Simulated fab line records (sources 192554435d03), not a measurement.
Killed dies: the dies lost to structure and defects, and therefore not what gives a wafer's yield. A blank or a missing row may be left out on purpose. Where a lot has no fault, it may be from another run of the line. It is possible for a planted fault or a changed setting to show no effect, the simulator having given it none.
A lot that was struck, set against a sound lot :: flow n5-finfet :: 35 steps out of a route of 1938
Sound: the wafers L424.2, L424.4, L424.6. The struck wafers were L421.2, L421.3. At the end, the cause is stated.
Order at every step that has rows: each side's tool, ch and its chambers, its first start. Under that, the readings that differ: sound wafers :: struck wafers :: difference of the means :: sigmas: that difference in standard deviations of wafers without a fault.
alike: a reading whose means differ by less than 2 such deviations, as well as words and numbers matching on both sides. not compared: withheld readings; readings where some wafer has no value; bounds like >300 that might hide an equal value; numbers whose values overlap and for which the record gives no deviation.
A row with sigmas, a row that says differs or no value, or rows on one side alone: a step with any of these is where the two part. When numbers do not overlap yet have no deviation, they are printed without sigmas and do not part them. Lack of a reading on every wafer of one side parts them only where that side has two or more wafers.

first, 8 steps without rows for these wafers: N5_BEOL_M9_SPUTTER_48 (material Cu, target thk 12 nm, time 2 s); N5_BEOL_M9_ECD_50 (material Cu, target thk 318 nm); N5_BEOL_M9_ANNEAL_51 (time 90 s); N5_BEOL_M9_CMP_52 (polishes, stops on SiCOH lowk, t overpolish 7 s, target thk 140 nm); N5_BEOL_M9_PRE_CLEAN_55 (time 15 s); N5_BEOL_M9_DEP_56 (deposits SiCN from 3MS/NH3, target thk 15 nm, time 26.5 s); N5_BEOL_M10_ILD_DEP_00 (deposits SiCOH lowk from DEMS/porogen, target thk 308.51 nm, time 58 s); N5_BEOL_M10_CURE_71 (cures SiCOH lowk, time 240 s).
N5_BEOL_M10_PECVD_70: deposits SiO2 from TEOS/O2, target thk 20 nm, time 22.7 s.
  sound on pecvd-04 ch 1,2, day 16 03:50; struck on pecvd-03 ch 0,2, day 14 22:17
reading: model.SiO2_of_BEOL_M10_PECVD_70.thk-nm (nm)
sound: 19.8 20 19.8
struck: 23.6 23.8
difference: +3.8
sigmas: 
  alike: chamber-pressure-Torr, heater-power-w, showerhead-plenum-p-Torr, throttle-valve-pct
then, 24 steps without rows for these wafers: N5_BEOL_M10_HM_DEP_02 (deposits TiN, target thk 20 nm); N5_BEOL_M10_COAT_59 (time 60 s, resist thk 100 nm); N5_BEOL_M10_COAT_60 (time 60 s, resist thk 30 nm); N5_BEOL_M10_COAT_05 (resist thk 90 nm); N5_BEOL_M10_EBR_07; N5_BEOL_M10_SOFTBAKE_06 (time 60 s); N5_BEOL_M10_EXPOSE_08 (exposes mask M10); N5_BEOL_M10_PEB_09 (peb time 60 s); N5_BEOL_M10_DEVELOP_10 (develop time 30 s); N5_BEOL_M10_DESCUM_16 (chemistry O2, time 7.9 s); N5_BEOL_M10_ETCH_61 (etches SiARC in CF4, target depth 39 nm, time 65 s); N5_BEOL_M10_ETCH_62 (etches SOC in N2/H2, target depth 110 nm, overetch 22 nm, time 165 s); N5_BEOL_M10_STRIP_68 (strips in N2/H2); N5_BEOL_M10_STRIP_67 (strips in CF4); N5_BEOL_M10_HM_OPEN_17 (chemistry Cl2/BCl3, target TiN, target depth 20 nm, overetch 6 nm); N5_BEOL_M10_STRIP_19 (strips in O2); N5_BEOL_M10_COAT_63 (time 60 s, resist thk 100 nm); N5_BEOL_M10_COAT_64 (time 60 s, resist thk 30 nm); N5_BEOL_M10_COAT_22 (resist thk 90 nm); N5_BEOL_M10_EBR_24; N5_BEOL_M10_SOFTBAKE_23 (time 60 s); N5_BEOL_M10_EXPOSE_25 (exposes mask V9); N5_BEOL_M10_PEB_26 (peb time 60 s); N5_BEOL_M10_DEVELOP_27 (develop time 30 s).
N5_BEOL_M10_HM_STRIP_39: strips TiN in peroxide tin strip, target depth 25 nm, time 158 s.
  sound on wet-bench-01 ch 3,4,6, day 16 06:58; struck on wet-bench-03 ch 1,3, day 15 01:43
reading: model.SiO2_of_BEOL_M10_PECVD_70.thk-nm (nm)
sound: 19.6 19.8 19.6
struck: 23.4 23.6
difference: +3.8
sigmas: 
N5_BEOL_M10_CMP_52: polishes, stops on SiCOH lowk, t overpolish 7 s, target thk 140 nm.
  sound on cmp-03 ch 0,1,3, day 16 09:02; struck on cmp-03 ch 1,3, day 15 04:43
reading: barrier-field-endpoint-s (s)
sound: 28.6 27.8 28.9
struck: 33.8 33.5
difference: +5.2
sigmas: +8
  alike: clearing-platen-down-force-psi, motor-current-A

== WHERE THEY PART ==
Only at N5_BEOL_M10_CMP_52, within this record.

WHY: what the simulator had put in
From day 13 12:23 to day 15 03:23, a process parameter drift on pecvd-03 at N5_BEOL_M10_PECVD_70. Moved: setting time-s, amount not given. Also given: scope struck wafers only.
